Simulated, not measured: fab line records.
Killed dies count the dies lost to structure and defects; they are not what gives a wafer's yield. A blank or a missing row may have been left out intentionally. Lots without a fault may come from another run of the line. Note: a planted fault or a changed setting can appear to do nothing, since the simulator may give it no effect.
Struck lot and sound lot, side by side :: flow nand_harc :: 14 steps out of a route of 1302
Sound: the wafers L406.1, L406.3, L406.4. Wafers L399.3, L399.4, L399.5 were the ones struck. The cause is given at the end.
Each step with rows lists, per side, the tool, then ch with its chambers, then its first start. Under that, the readings that differ: sound wafers :: struck wafers :: difference of the means :: sigmas: that difference in standard deviations of wafers without a fault.
alike: words and numbers the same on both sides, and readings whose means are apart by under 2 such deviations; not compared: readings that were withheld, readings missing a value for some wafer, numbers with overlapping values and no deviation given by the record, and bounds like >300 which may hide the same value.
A row with sigmas, a row that says differs or no value, or rows on one side alone: a step with any of these is where the two part. Non-overlapping numbers with no deviation appear without sigmas and do not part them. Lack of a reading on every wafer of one side parts them only where that side has two or more wafers.

first, 8 steps without rows for these wafers: NHARC_A_STAIRCASE_HMDS_159 (time 30 s); NHARC_A_STAIRCASE_COAT_160; NHARC_A_STAIRCASE_SOFTBAKE_161 (time 170 s); NHARC_A_STAIRCASE_EBR_162; NHARC_A_STAIRCASE_EXPOSE_163 (exposes mask STAIR OPEN); NHARC_A_STAIRCASE_PEB_164 (peb time 130 s); NHARC_A_STAIRCASE_DEVELOP_165 (time 140 s); NHARC_A_STAIRCASE_HARDBAKE_167 (time 140 s).
NHARC_A_STAIRCASE_DESCUM_168: chemistry O2, time 3 s.
  sound on rie_diel-12 ch 1,2,3, day 23 15:19; struck on rie_diel-05 ch 1,3, day 20 00:02
  alike: chamber_pressure_mTorr, drypump_motor_current_A, oes_product_au, rf_vpp_V, showerhead_plenum_p_Torr, throttle_valve_pct
  not compared: rf_hours_counter_h
NHARC_A_STAIRCASE_ETCH_169: etches the open film in CH3F/O2, target depth 50 nm, time 107.1 s.
  sound on rie_diel-12 ch 0,2,3, day 23 15:37; struck on rie_diel-05 ch 0,2,3, day 20 00:07
  alike: bias_w, chamber_pressure_mTorr, drypump_motor_current_A, oes_product_au, rf_vpp_V, showerhead_plenum_p_Torr, throttle_valve_pct
  not compared: rf_hours_counter_h
NHARC_A_STAIRCASE_ETCH_170: etches the open film in C4F6/O2, target depth 200 nm, time 66.667 s.
  sound on rie_diel-12 ch 0,2,3; struck on rie_diel-05 ch 1,3
  alike: bias_w, chamber_pressure_mTorr, drypump_motor_current_A, oes_product_au, rf_vpp_V, showerhead_plenum_p_Torr, throttle_valve_pct
  not compared: rf_hours_counter_h
NHARC_A_STAIRCASE_STRIP_171: strips in O2.
  sound on plasma_asher-01 ch 0,1, day 23 15:54; struck on plasma_asher-02 ch 0,1, day 20 00:28
  no value came back on the struck wafers for drypump_motor_current_A (A), heater_power_w (W); on the sound wafers drypump_motor_current_A (A) reads 5.57 5.60 5.77
  not compared: rf_hours_counter_h
then, 1 step without rows for these wafers: NHARC_A_STAIRCASE_STRIP_172 (strips in SPM, time 900 s).
-- the record jumps here: 9 days lie between the struck wafers' starts before and after (it left off in module A_STAIRCASE and takes up again in module END, whose first step shown is number 1302 of the route) --
NHARC_END_SORT_01:
  sound on prober-01 ch 0, day 32 17:25; struck on prober-02 ch 0, day 29 05:41
  alike: killed_at_array, killed_at_other, killed_at_periphery, killed_dies, killed_open, killed_short

## WHERE THEY PART
Only at NHARC_A_STAIRCASE_STRIP_171, as far as this record shows. Later steps at which nothing parts them and some readings are alike: NHARC_END_SORT_01.

WHY: what had been put in by the simulator
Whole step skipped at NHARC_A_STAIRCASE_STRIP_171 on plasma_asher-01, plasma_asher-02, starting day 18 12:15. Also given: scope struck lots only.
